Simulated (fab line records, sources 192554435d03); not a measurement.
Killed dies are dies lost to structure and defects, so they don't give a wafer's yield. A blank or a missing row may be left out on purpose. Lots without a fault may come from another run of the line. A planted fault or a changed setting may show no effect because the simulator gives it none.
One fault seen from 2 desks | flow n5_finfet | each desk has only its own numbers; what lay behind them comes last

THE TOOL OWNER'S DESK: implanter-01
The tool's own readings at N5_WELL_APT_IMPLANT_32: means of the sampled wafers that have a number, for each lot that ran on this tool. A lot is out of limits, marked OUT, if its mean lies more than 4 standard deviations from the usual mean; the brackets give that distance.
Columns: A = dose_ions_cm2 at N5_WELL_APT_IMPLANT_32, usual 2.0002e+13; B = faraday_current_uA at N5_WELL_APT_IMPLANT_32, usual 254
lot  | first seen here | A                            | B
L348 | day 2 03:25     | 2.0016e+13                   | 256
L357 | day 4 09:13     | 1.9992e+13                   | 253
L367 | day 6 21:41     | 3.8047e+13 (+99 or more) OUT | 481 (+43) OUT
L368 | day 7 03:25     | 3.8061e+13 (+99 or more) OUT | 480 (+43) OUT
This desk's finding: out of limits on L367, L368; first on L367, day 6 21:41 (dose_ions_cm2 at N5_WELL_APT_IMPLANT_32). In limits: L348, L357.

THE METROLOGY DESK
What the gauges read, lot by lot, whatever tool the lot ran on: means of the sampled wafers that have a number. A lot is out of limits, marked OUT, if its mean lies more than 4 standard deviations from the usual mean; the brackets give that distance. Of its 13 readings 7 are shown: the one that was out of limits first, and those that lie furthest out on some lot.
Columns: A = CJ_N at N5_BEOL_M4_RC_MEAS_101, usual 4.36; B = IOFF_N at N5_BEOL_M4_RC_MEAS_101, usual 0.16 nA/um; C = IOFF_N_LONG at N5_BEOL_M4_RC_MEAS_101, usual 5.6e-05 nA/um; D = IOFF_P at N5_BEOL_M4_RC_MEAS_101, usual 0.21 nA/um; E = ION_N at N5_BEOL_M4_RC_MEAS_101, usual 675 uA/um; F = RS_PWELL at N5_BEOL_M4_RC_MEAS_101, usual 3012 ohm/sq; G = VT_N at N5_BEOL_M4_RC_MEAS_101, usual 250 mV
lot  | first seen here | A              | B    | C                  | D    | E   | F               | G
L348 | day 8 10:27     | 4.24           | 0.17 | 6.2e-05            | 0.22 | 685 | 3010            | 246
L357 | day 11 09:37    | 4.21           | 0.15 | 5.1e-05            | 0.21 | 663 | 3010            | 252
L367 | day 13 07:44    | 6.09 (+13) OUT | 0.15 | 8.1e-05 (+7.7) OUT | 0.23 | 667 | 2883 (-6.1) OUT | 251
L368 | day 13 12:46    | 6.31 (+15) OUT | 0.11 | 8.5e-05 (+8.7) OUT | 0.16 | 659 | 2896 (-5.5) OUT | 255
This desk's finding: out of limits on L367, L368; first on L367, day 13 07:44 (CJ_N at N5_BEOL_M4_RC_MEAS_101). In limits: L348, L357.

PUT TOGETHER
The tool owner's desk could have raised an alarm at day 6 21:41, on L367, L368.
The metrology desk could have raised an alarm at day 13 07:44, on L367, L368.
Of the lots named, all ran N5_WELL_APT_IMPLANT_32 on implanter-01.

WHAT THE SIMULATOR HAD PUT IN
Process parameter drift: implanter-01, from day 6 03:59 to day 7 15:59, at N5_WELL_APT_IMPLANT_32. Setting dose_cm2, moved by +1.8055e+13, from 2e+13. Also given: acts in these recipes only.
Lots struck among those shown: L367, L368.
Hours from the fault's start to each desk's first reading out of limits: the tool owner's desk, 18; the metrology desk, 172.
